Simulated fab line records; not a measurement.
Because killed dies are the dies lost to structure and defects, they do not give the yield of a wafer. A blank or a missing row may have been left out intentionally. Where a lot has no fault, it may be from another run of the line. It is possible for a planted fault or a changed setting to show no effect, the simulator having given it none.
Problem report in the 8D (eight disciplines) form, filled by code -- flow n5Finfet -- the parts of the form that need people (team, actions taken, sign-off) are left out

## 1. WHAT IS WRONG
Wafers without a fault read 52.67, standard deviation 0.057; exposureDoseMJCm2 at N5_BEOL_M5_EXPOSE_25 reads a mean of 51.74 on 6 wafers belonging to 2 lots. That puts it -16 standard deviations away from the usual mean.
The step: exposes mask V4, defocus 10 nm.
Seen first at day 11 08:31 on euvScanner-02, wafer L883.1. The record has a number at this step for 30 wafers belonging to 10 lots. Rule for "out" (also "out of limits"): further than 4 standard deviations from the usual mean. All remaining wafers that have a number are taken as sound.

## 2. WHAT IT IS; WHAT IT IS NOT
question,is,is not
which readings at this step,exposureDoseMJCm2,-
which lots,"L883, L890","L873, L878, L879, L880, L886, L889, L891, L892"
which wafers of those lots,all that have a number,-
read on which tools,euvScanner-02,euvScanner-01
when,from day 11 08:31,"up to then (12 sound wafers); but 12 sound wafers of L886, L889, L891, L892 came after"

## 3. SUSPECTS, AND WHAT RULES EACH OUT
Counting: any tool at a process step up to the reading is kept as a suspect provided that every lot that is out went through it and no sound lot did after the first of them.
- rieDiel-04 at N5_BEOL_M5_ETCH_72 (etches underlayer in N2/H2, target depth 6.5 nm, time 5.2 s): kept. All lots that are out passed through it, beginning with L883 at day 11 07:26, and no sound lot followed; its final sound lot before that point was L878 at day 10 02:51.
- euvScanner-02 at N5_BEOL_M5_EXPOSE_25 (exposes mask V4, defocus 10 nm): kept. All lots that are out passed through it, beginning with L883 at day 11 08:31, and no sound lot followed; its final sound lot before that point was L880 at day 10 15:34. Out on those wafers are its own readings of exposureDoseMJCm2.
Remaining after the count are rieDiel-04 at N5_BEOL_M5_ETCH_72 and euvScanner-02 at N5_BEOL_M5_EXPOSE_25.

## 4. THE CAUSE (what the simulator had put in)
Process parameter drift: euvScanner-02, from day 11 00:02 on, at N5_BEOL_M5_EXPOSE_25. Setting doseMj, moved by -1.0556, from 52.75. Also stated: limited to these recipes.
Of the 2 suspects that counting leaves, this tool is one.

## 5. THE EFFECT CHAIN, in route order
Each row: a reading where the mean over the struck wafers with a number is more than 3 standard deviations away from the usual. Readings are gone through only where the record gives a usual standard deviation; hours: the median, over the lots, of the time from a lot's start at the first step in this table giving one to that lot's start at this step; sigmas: the change measured in usual standard deviations.
hours,step,reading,usual,on struck wafers,change,sigmas
0,N5_BEOL_M5_EXPOSE_25,exposureDoseMJCm2,52.67,51.74,-0.93,-16
Here are the process steps it includes:
- N5_BEOL_M5_EXPOSE_25: exposes mask V4, defocus 10 nm.

## 6. HOW IT WOULD HAVE BEEN CAUGHT EARLIER
8 hours passed between the start of the fault at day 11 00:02 and the first reading out of limits in this record, taken at day 11 08:31.
